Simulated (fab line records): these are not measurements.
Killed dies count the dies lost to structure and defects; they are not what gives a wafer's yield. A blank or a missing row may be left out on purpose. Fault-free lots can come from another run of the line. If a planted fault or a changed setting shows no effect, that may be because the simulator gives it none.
Matching of chambers + flow nandHarc + NHARC_A_WL_FILL_ALD_19 on aldMetal-04 has 4 sister chambers
The step deposits TiN, target thk 2 nm, pulse time 3 s, ald cycles 100. 4 wafers are shown with their chamber, then 9 later ones without.

== WAFERS WITH THEIR CHAMBER ==
| wafer  | chamber | heaterPowerW (W) |
|--------|---------|------------------|
| L088.5 | 1       | 1319             |
| L091.1 | 3       | 1160             |
| L091.2 | 0       | 1000             |
| L091.3 | 2       | 1224             |

== WAFERS WITHOUT THEIR CHAMBER ==
| wafer  | heaterPowerW (W) |
|--------|------------------|
| L091.4 | 1267             |
| L091.5 | 1210             |
| L091.6 | 1305             |
| L093.3 | 1235             |
| L093.5 | 991              |
| L093.6 | 1191             |
| L095.1 | 1107             |
| L095.5 | 1213             |
| L095.6 | 1283             |

== EACH ONE'S CHAMBER ==
| wafer  | from the rows above     | in truth |
|--------|-------------------------|----------|
| L091.4 | can't be placed: 2 or 1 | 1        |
| L091.5 | can't be placed: 2 or 3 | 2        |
| L091.6 | 1                       | 1        |
| L093.3 | 2                       | 2        |
| L093.5 | 0                       | 0        |
| L093.6 | can't be placed: 3 or 2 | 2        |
| L095.1 | can't be placed: 3 or 0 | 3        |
| L095.5 | can't be placed: 2 or 3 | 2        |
| L095.6 | can't be placed: 1 or 2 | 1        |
Correctly placed: 3 of 9. From these rows, 6 cannot be placed; in 6 the true chamber is one of the candidates. 0 placed wrongly.
How it was worked out, from the rows above alone: a wafer's distance from a chamber is the root of the sum, over the readings, of the square of ((its reading less the chamber's mean) divided by the reading's scatter). If the next closest chamber is less than 2 further off than the closest, the wafer can't be placed; otherwise it belongs to the closest. A chamber's mean is the mean of its shown wafers. The scatter: root of mean squared gap, hidden wafer to nearest shown wafer, with one shown wafer a chamber.
